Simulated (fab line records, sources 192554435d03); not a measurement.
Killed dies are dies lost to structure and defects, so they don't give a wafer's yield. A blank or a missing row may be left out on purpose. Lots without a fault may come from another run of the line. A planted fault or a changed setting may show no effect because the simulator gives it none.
A struck lot beside a sound one | flow n5_finfet | 19 steps out of a route of 1938
Sound: wafers L124.4, L124.5, L124.6. Struck: wafers L127.2, L127.4, L127.5. The cause comes at the end.
At each step with rows: each side's tool, then ch and its chambers, then its first start. Under that, the readings that differ: sound wafers | struck wafers | difference of the means | sigmas: that difference in standard deviations of wafers without a fault.
alike: readings whose means differ by less than 2 such deviations, and words and numbers that are the same on both sides. not compared: withheld readings, readings that some wafer has no value for, bounds like >300 that may hide the same value, and numbers for which the record gives no deviation and whose values overlap.
The two part at a step that has a row with sigmas, a row that says differs or no value, or rows on one side only. Numbers that don't overlap but have no deviation are shown without sigmas and don't part them. A reading that every wafer of one side lacks parts them only if that side has two wafers or more.

N5_BEOL_M13_CMP_49: polishes, stops on SiOC, t overpolish 17.1 s, target thk 420 nm.
  sound on cmp-04 ch 1,2, day 12 22:55; struck on cmp-04 ch 1,2, day 14 03:14
  alike: barrier_field_endpoint_s, edge_zone_pressure_frac, motor_current_A, overpolish_run_s
N5_BEOL_M13_THK_MEAS_50: measures by xrf.
  sound on film_metro-01, day 12 23:13; struck on film_metro-01, day 14 03:32
  alike: M13_THK
then, 1 step without rows for these wafers: N5_BEOL_M13_PRE_CLEAN_52 (time 15 s).
N5_BEOL_M13_DEP_53: deposits SiCN from 3MS/NH3, target thk 50 nm, time 17.8 s.
  sound on pecvd-01 ch 0,1,2, day 12 23:17; struck on pecvd-03 ch 0,1, day 14 03:35
  alike: chamber_pressure_Torr, showerhead_plenum_p_Torr, throttle_valve_pct
N5_BEOL_M13_RS_MEAS_54: measures by four-point-probe.
  sound on film_metro-01, day 12 23:20; struck on film_metro-02, day 14 03:40
  alike: M13_RS
N5_BEOL_M13_INSPECT_55: inspects for defects (darkfield).
  sound on defect_inspect-02, day 12 23:22; struck on defect_inspect-02, day 14 03:41
  alike: raw_defect_count
N5_BEOL_M14_ILD_DEP_00: deposits SiO2 from TEOS/O2, target thk 1119.3 nm, time 237.4 s.
  sound on pecvd-02 ch 0,1,2, day 12 23:29; struck on pecvd-02 ch 0,2, day 14 03:43
  alike: chamber_pressure_Torr, heater_power_w, showerhead_plenum_p_Torr, susceptor_temp_C, throttle_valve_pct
N5_BEOL_M14_THK_MEAS_01:
  sound on film_metro-01, day 12 23:35; struck on film_metro-01, day 14 03:55
  alike: M14_ILD_THK
then, 4 steps without rows for these wafers: N5_BEOL_M14_COAT_58 (time 60 s, resist thk 89 nm); N5_BEOL_M14_COAT_04 (resist thk 800 nm); N5_BEOL_M14_EBR_06; N5_BEOL_M14_SOFTBAKE_05 (time 60 s).
N5_BEOL_M14_EXPOSE_07: exposes mask V13.
  sound on krf_scanner-02 ch 0, day 12 23:52; struck on krf_scanner-01 ch 0, day 14 04:02
  reading              | sound             | struck            | difference | sigmas
  exposure_dose_mJ_cm2 | 56.97 57.01 57.00 | 62.00 61.98 62.07 | +5.02      | +39
  alike: mask, reticle_temp_C
then, 3 steps without rows for these wafers: N5_BEOL_M14_PEB_08 (peb time 90 s); N5_BEOL_M14_DEVELOP_09 (develop time 45 s); N5_BEOL_M14_HARDBAKE_14 (time 120 s).
N5_BEOL_M14_CD_MEAS_10: target cd 250 nm.
  sound on cd_sem-02 ch 0, day 13 00:02; struck on cd_sem-01 ch 0, day 14 04:13
  reading    | sound             | struck            | difference | sigmas
  cd_nm (nm) | 250.4 251.5 250.9 | 261.6 263.4 263.5 | +11.9      | +7
N5_BEOL_M14_OVL_MEAS_11:
  sound on overlay-02 ch 0, day 13 00:03; struck on overlay-01 ch 0, day 14 04:14
  reading      | sound     | struck | difference | sigmas
  V13_OVL (nm) | -9 -5 -11 | 0 5 2  | +11        | +2
then, 1 step without rows for these wafers: N5_PASSIVATION_PROBE_49.

WHERE THEY PART
First at N5_BEOL_M14_EXPOSE_07; last, within this record, at N5_BEOL_M14_OVL_MEAS_11.

WHY: what the simulator had put in
Process parameter drift: krf_scanner-01, from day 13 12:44 on, at N5_BEOL_M14_EXPOSE_07. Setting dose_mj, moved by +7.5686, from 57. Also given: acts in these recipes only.
